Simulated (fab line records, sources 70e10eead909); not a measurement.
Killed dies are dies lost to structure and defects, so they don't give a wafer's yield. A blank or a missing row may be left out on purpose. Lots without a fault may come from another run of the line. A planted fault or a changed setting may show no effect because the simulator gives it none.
A struck lot beside a sound one | flow nand_harc | 14 steps out of a route of 1302
Sound: wafers L593.2, L593.5, L593.6. Struck: wafer L598.6. (L598.5 of the same lot was not struck and is left out.) The cause comes at the end.
At each step with rows: each side's tool, then ch and its chambers, then its first start. Under that, the readings that differ: sound wafers | struck wafers | difference of the means | sigmas: that difference in standard deviations of wafers without a fault.
alike: readings whose means differ by less than 2 such deviations, and words and numbers that are the same on both sides. not compared: withheld readings, readings that some wafer has no value for, bounds like >300 that may hide the same value, and numbers for which the record gives no deviation and whose values overlap.
The two part at a step that has a row with sigmas, a row that says differs or no value, or rows on one side only. Numbers that don't overlap but have no deviation are shown without sigmas and don't part them. A reading that every wafer of one side lacks parts them only if that side has two wafers or more.

NHARC_A_DECK1_JOINT_CMP_02: polishes SiOx.
  sound on cmp-04 ch 0,2,3, day 18 17:02; struck on cmp-01 ch 3, day 20 03:50
  alike: motor_current_A, slurry_flow_ml_min
then, 1 step without rows for these wafers: NHARC_A_DECK1_JOINT_SRD_15.
NHARC_A_DECK1_JOINT_DEP_16: deposits SiO2, target thk 45 nm.
  sound on pecvd-04 ch 1,2, day 18 17:24; struck on pecvd-01 ch 0, day 20 04:14
  alike: heater_power_outer_w, heater_power_w, throttle_valve_pct
NHARC_A_DECK1_JOINT_THK_MEAS_17: measures by ellipsometry.
  sound on film_metro-01, day 18 17:41; struck on film_metro-02, day 20 04:24
  alike: thk_nm
NHARC_A_DECK1_JOINT_INSPECT_05:
  sound on defect_inspect-01, day 18 17:43; struck on defect_inspect-01, day 20 04:26
  alike: raw_defect_count
then, 1 step without rows for these wafers: NHARC_A_ONON_D2_DEP_00 (target thk 1000 nm).
NHARC_A_ONON_D2_THK_MEAS_02: measures by ellipsometry.
  sound on film_metro-01, day 18 18:17; struck on film_metro-02, day 20 05:02
  alike: thk_nm
then, 1 step without rows for these wafers: NHARC_A_ONON_D2_DEP_03 (target thk 1000 nm).
NHARC_A_ONON_D2_THK_MEAS_05: measures by ellipsometry.
  sound on film_metro-01, day 18 18:52; struck on film_metro-01, day 20 05:43
  alike: thk_nm
then, 1 step without rows for these wafers: NHARC_A_ONON_D2_DEP_06 (target thk 1000 nm).
NHARC_A_ONON_D2_THK_MEAS_08: measures by ellipsometry.
  sound on film_metro-01, day 18 19:25; struck on film_metro-02, day 20 06:18
  alike: thk_nm
NHARC_A_ONON_D2_DEP_09: target thk 1000 nm.
  sound on pecvd_onon-01 ch 0, day 18 19:32; struck on pecvd_onon-03 ch 0, day 20 06:35
  reading              | sound             | struck | difference | sigmas
  nh3_flow_sccm (sccm) | 499.8 501.3 499.8 | 497.0  | -3.3       | -2
NHARC_A_ONON_D2_THK_MEAS_11: measures by ellipsometry.
  sound on film_metro-02, day 18 19:59; struck on film_metro-02, day 20 06:52
  reading     | sound          | struck | difference | sigmas
  thk_nm (nm) | 1012 1010 1010 | 440    | -571       | -59
then, 1 step without rows for these wafers: NHARC_A_ONON_D2_DEP_12 (target thk 1000 nm).

WHERE THEY PART
First at NHARC_A_ONON_D2_DEP_09; last, within this record, at NHARC_A_ONON_D2_THK_MEAS_11.

WHY: what the simulator had put in
Process parameter drift: pecvd_onon-03, from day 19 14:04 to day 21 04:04, at NHARC_A_ONON_D2_DEP_09. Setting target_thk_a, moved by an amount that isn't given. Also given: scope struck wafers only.
